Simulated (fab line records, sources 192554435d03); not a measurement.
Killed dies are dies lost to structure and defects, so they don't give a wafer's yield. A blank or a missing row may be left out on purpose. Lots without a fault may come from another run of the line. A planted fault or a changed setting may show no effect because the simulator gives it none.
A struck lot beside a sound one | flow n5_finfet | 13 steps out of a route of 1938
Sound: wafers L830.2, L830.3, L830.5. Struck: wafers L833.1, L833.2, L833.5. The cause comes at the end.
At each step with rows: each side's tool, then ch and its chambers, then its first start. Under that, the readings that differ: sound wafers | struck wafers | difference of the means | sigmas: that difference in standard deviations of wafers without a fault.
alike: readings whose means differ by less than 2 such deviations, and words and numbers that are the same on both sides. not compared: withheld readings, readings that some wafer has no value for, bounds like >300 that may hide the same value, and numbers for which the record gives no deviation and whose values overlap.
The two part at a step that has a row with sigmas, a row that says differs or no value, or rows on one side only. Numbers that don't overlap but have no deviation are shown without sigmas and don't part them. A reading that every wafer of one side lacks parts them only if that side has two wafers or more.

first, 7 steps without rows for these wafers: N5_SD_EPI_P_SRD_25 (time 30 s); N5_SD_ACTIVATION_RTA_00 (time 0 s); N5_SD_ACTIVATION_LSA_01 (time 0.0008 s); N5_ILD0_LINER_00 (material SiNx, target thk 4 nm, pulse time 1 s, purge time 2 s); N5_ILD0_FCVD_FILL_01 (material SiO2 flowable, target thk 200 nm, time 328.3 s); N5_ILD0_CURE_02 (time 1800 s); N5_ILD0_CMP_03 (polishes, stops on SiNx, t overpolish 1.9 s, target thk 197.38 nm).
N5_ILD0_CMP_07: polishes SiO2 flowable, stops on poly-Si, t overpolish 1.18 s, target thk 138.88 nm.
  sound on cmp-01 ch 2,3, day 4 18:26; struck on cmp-01 ch 2,3, day 5 17:19
  no value came back on the struck wafers for any of 6 readings (edge_zone_pressure_frac, head_pressure_psi (psi) and others); on the sound wafers edge_zone_pressure_frac reads 1.005 0.995 0.991
  reading                                              | sound             | struck            | difference | sigmas
  model.SiNx_of_DUMMY_GATE_HM_DEP_06.thk_nm (nm)       | 0 0 0             | 76.6 76.6 77      | +76.7      |
  model.SiO2_flowable_of_ILD0_FCVD_FILL_01.thk_nm (nm) | 137.2 138.2 138.2 | 197.4 199.4 198.4 | +60.5      |
  model.a-Si_of_DUMMY_GATE_CVD_03.thk_nm (nm)          | 69.6 69.4 68.6    | 71.4 73.4 72.4    | +3.2       |
N5_ILD0_THK_MEAS_08:
  sound on film_metro-02, day 4 18:43; struck on film_metro-02, day 5 17:34
  reading     | sound             | struck            | difference | sigmas
  thk_nm (nm) | 137.1 138.2 138.2 | 197.4 199.4 198.3 | +60.5      | +47
N5_ILD0_PRECLEAN_10: cleans in NF3:NH3, afs cycles 5, time 20 s, sublimation time 60 s.
  sound on remote_plasma-02 ch 0, day 4 18:52; struck on remote_plasma-02 ch 0, day 5 17:37
  reading                                              | sound             | struck            | difference | sigmas
  model.SiO2_flowable_of_ILD0_FCVD_FILL_01.thk_nm (nm) | 118.8 119.6 119.6 | 170.8 172.6 171.8 | +52.4      |
  alike: rf_power_w
then, 1 step without rows for these wafers: N5_ILD0_ALD_15 (deposits SiNx, target thk 24 nm, pulse time 1 s, ald cycles 480).
N5_ILD0_CMP_12: polishes SiNx, stops on poly-Si, t overpolish 6 s, target thk 17.67 nm.
  sound on cmp-03 ch 1,2,3, day 4 21:39; struck on cmp-03 ch 1,2,3, day 5 20:31
  reading                                     | sound        | struck         | difference | sigmas
  model.a-Si_of_DUMMY_GATE_CVD_03.thk_nm (nm) | 69 68.8 67.8 | 70.8 72.8 71.8 | +3.3       |
  alike: edge_zone_pressure_frac, head_pressure_psi, motor_current_A, retaining_ring_pressure_frac, slurry_flow_ml_min
N5_PASSIVATION_PROBE_49:
  the record has rows for the sound wafers here (prober-01, day 13 11:00) and none for the struck ones

WHERE THEY PART
First at N5_ILD0_CMP_07; last, within this record, at N5_PASSIVATION_PROBE_49.

WHY: what the simulator had put in
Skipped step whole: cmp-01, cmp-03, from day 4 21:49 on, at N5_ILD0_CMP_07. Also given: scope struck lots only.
